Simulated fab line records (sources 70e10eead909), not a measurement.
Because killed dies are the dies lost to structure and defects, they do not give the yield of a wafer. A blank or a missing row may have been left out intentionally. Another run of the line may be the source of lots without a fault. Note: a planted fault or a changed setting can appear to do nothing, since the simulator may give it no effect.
Chamber matching | flow nandHarc | NHARC_P_GATE_STRIP_101 on rieDiel-08 has 4 sister chambers
The step strips in O2, time 20 s. 4 wafers are shown with their chamber, then 9 later ones without.

WAFERS, EACH WITH ITS CHAMBER
wafer  | chamber | showerheadPlenumPTorr (Torr)
L116.3 | 3       | 3.54
L119.3 | 2       | 3.31
L120.3 | 0       | 3.51
L120.5 | 1       | 3.72

WAFERS WITHOUT THEIR CHAMBER
wafer  | showerheadPlenumPTorr (Torr)
L122.1 | 3.51
L122.2 | 3.53
L122.3 | 3.31
L123.3 | 3.72
L123.4 | 3.31
L123.5 | 3.53
L124.3 | 3.31
L124.4 | 3.31
L124.6 | 3.53

THE CHAMBER EACH PASSED THROUGH
wafer  | from the rows above     | in truth
L122.1 | 0                       | 0
L122.2 | can't be placed: 3 or 0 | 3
L122.3 | 2                       | 2
L123.3 | 1                       | 1
L123.4 | 2                       | 2
L123.5 | can't be placed: 3 or 0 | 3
L124.3 | 2                       | 2
L124.4 | 2                       | 2
L124.6 | can't be placed: 3 or 0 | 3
6 of 9 placed correctly. Not placeable from these rows: 3 (in 3, the candidates include the true chamber). Wrongly placed: 0.
How it was worked out, from the rows above alone: a wafer's distance from a chamber is the root of the sum, over the readings, of the square of ((its reading less the chamber's mean) divided by the reading's scatter). If the next closest chamber is less than 2 further off than the closest, the wafer can't be placed; otherwise it belongs to the closest. The mean given for a chamber averages the wafers shown for that chamber. The scatter: root of mean squared gap, hidden wafer to nearest shown wafer, with one shown wafer a chamber.
